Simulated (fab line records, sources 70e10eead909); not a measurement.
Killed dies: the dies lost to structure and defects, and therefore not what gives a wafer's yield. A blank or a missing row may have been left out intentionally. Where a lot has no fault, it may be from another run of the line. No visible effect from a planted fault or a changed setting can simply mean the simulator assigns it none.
A lot that was struck, set against a sound lot | flow nand harc | 22 steps out of a route of 1159
Sound: these wafers, L926.2, L926.4, L926.6. The struck wafers were L918.1, L918.3, L918.6. The cause is given at the end.
For every step that has rows: the tool of each side, followed by ch and its chambers, followed by its first start. Under that, the readings that differ: sound wafers | struck wafers | difference of the means | sigmas: that difference in standard deviations of wafers without a fault.
alike: a reading whose means differ by less than 2 such deviations, as well as words and numbers matching on both sides. not compared: withheld readings; readings where some wafer has no value; bounds like >300 that might hide an equal value; numbers whose values overlap and for which the record gives no deviation.
Wherever a step has rows on one side only, a row that says differs or no value, or a row with sigmas, the two part there. When numbers do not overlap yet have no deviation, they are printed without sigmas and do not part them. A reading missing from all wafers of one side parts the sides only when that side holds two or more wafers.

first, 1 step without rows for these wafers: NHARC_P_M1_SRD_25.
NHARC_P_M1_INSPECT_27:
  sound on defect inspect-01 at day 11 01:23; struck on defect inspect-02 at day 9 05:10
  alike: raw defect count
NHARC_P_M1_PRE_CLEAN_32: time 12 s.
  sound on pecvd-04 ch 1,2, day 11 01:28; struck on pecvd-03 ch 1,2, day 9 05:14
  alike: heater power outer w, heater power w
NHARC_P_M1_DEP_33: deposits SiCN, target thk 30 nm.
  sound on pecvd-04 ch 1,2, day 11 01:34; struck on pecvd-03 ch 1,2, day 9 05:19
  alike: heater power outer w, heater power w
then, 7 steps without rows for these wafers: NHARC_P_M2_DEP_00 (deposits SiOC, target thk 182.5 nm); NHARC_P_M2_DEHYDRATE_01 (time 120 s); NHARC_P_M2_HMDS_02 (time 30 s); NHARC_P_M2_COAT_34 (time 65 s); NHARC_P_M2_COAT_03 (resist thk 90 nm); NHARC_P_M2_SOFTBAKE_04 (time 55 s); NHARC_P_M2_EBR_05.
NHARC_P_M2_EXPOSE_06: exposes mask P M2, target cd 170 nm.
  sound on arfi scanner-01 ch 0, day 11 02:41; struck on arfi scanner-03 ch 0, day 9 06:24
  reading              | sound             | struck            | difference | sigmas
  exposure dose mJ cm2 | 80.71 80.75 80.85 | 80.18 79.89 80.01 | -0.74      | -11
  alike: mask, reticle temp C
then, 2 steps without rows for these wafers: NHARC_P_M2_PEB_07 (peb time 65 s); NHARC_P_M2_DEVELOP_08 (develop time 35 s).
NHARC_P_M2_CD_MEAS_09 targets a cd of 170 nm.
  sound on cd sem-02 ch 0, day 11 02:49; struck on cd sem-02 ch 0, day 9 06:32
  reading    | sound             | struck            | difference | sigmas
  cd nm (nm) | 170.4 170.3 170.9 | 169.4 168.6 169.0 | -1.5       | -3
NHARC_P_M2_OVL_MEAS_10: pitch 340 nm.
  sound on overlay-02 at day 11 02:54; struck on overlay-02 at day 9 06:38
  alike: overlay x nm, overlay y nm
NHARC_P_M2_INSPECT_11:
  sound on defect inspect-01 at day 11 02:56; struck on defect inspect-01 at day 9 06:40
  alike: raw defect count
NHARC_P_M2_DESCUM_14: chemistry O2, time 3 s.
  sound on rie diel-03 ch 0,1,3, day 11 03:00; struck on rie diel-03 ch 1,2, day 9 06:44
  reading               | sound             | struck          | difference | sigmas
  rf vpp V (V)          | 57.7 59.8 58.5    | 58.0 55.4 56.9  | -1.9       | -2
  model.P_M2.cd nm (nm) | 171.1 170.8 170.8 | 169 168.9 169.1 | -2         |
  alike: drypump motor current A, oes product au, showerhead plenum p Torr, throttle valve pct
  not compared: rf hours counter h
NHARC_P_M2_ETCH_35: etches the open film in N2/H2, target depth 40 nm, overetch 12 nm, time 43.94 s.
  sound on rie diel-03 ch 1,2, day 11 03:05; struck on rie diel-03 ch 0,2,3, day 9 06:49
  alike: drypump motor current A, oes product au, rf vpp V, showerhead plenum p Torr, throttle valve pct
  not compared: rf hours counter h
NHARC_P_M2_ETCH_15: etches the open film in C4F8/Ar, target depth 182.5 nm, time 91.2 s.
  sound on rie diel-03 ch 0,1; struck on rie diel-03 ch 1,2
  reading               | sound             | struck            | difference | sigmas
  model.P_M2.cd nm (nm) | 170.8 170.8 170.9 | 168.6 168.7 168.8 | -2.1       |
  alike: oes product au, rf vpp V
  not compared: rf hours counter h
NHARC_P_M2_CD_MEAS_16:
  sound on cd sem-02 at day 11 03:19; struck on cd sem-03 at day 9 07:02
  reading    | sound             | struck            | difference | sigmas
  cd nm (nm) | 170.8 170.8 171.1 | 169.1 168.7 168.9 | -2.0       | -3
-- jump in the record: it breaks off in module P_M2 and resumes in module END (first step shown: number 1159 of the route), and 13 days separate the struck wafers' starts before and after --
NHARC_END_SORT_01:
  the record has rows for the struck wafers here (prober-01 ch 0, day 22 12:31) and none for the sound ones

## WHERE THEY PART
At NHARC_P_M2_EXPOSE_06 first; at NHARC_END_SORT_01 last (within this record only).

WHY: what had been put in by the simulator
Process parameters drifting: arfi scanner-03 at NHARC_P_M2_EXPOSE_06, beginning at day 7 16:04. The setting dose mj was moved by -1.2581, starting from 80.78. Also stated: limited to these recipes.
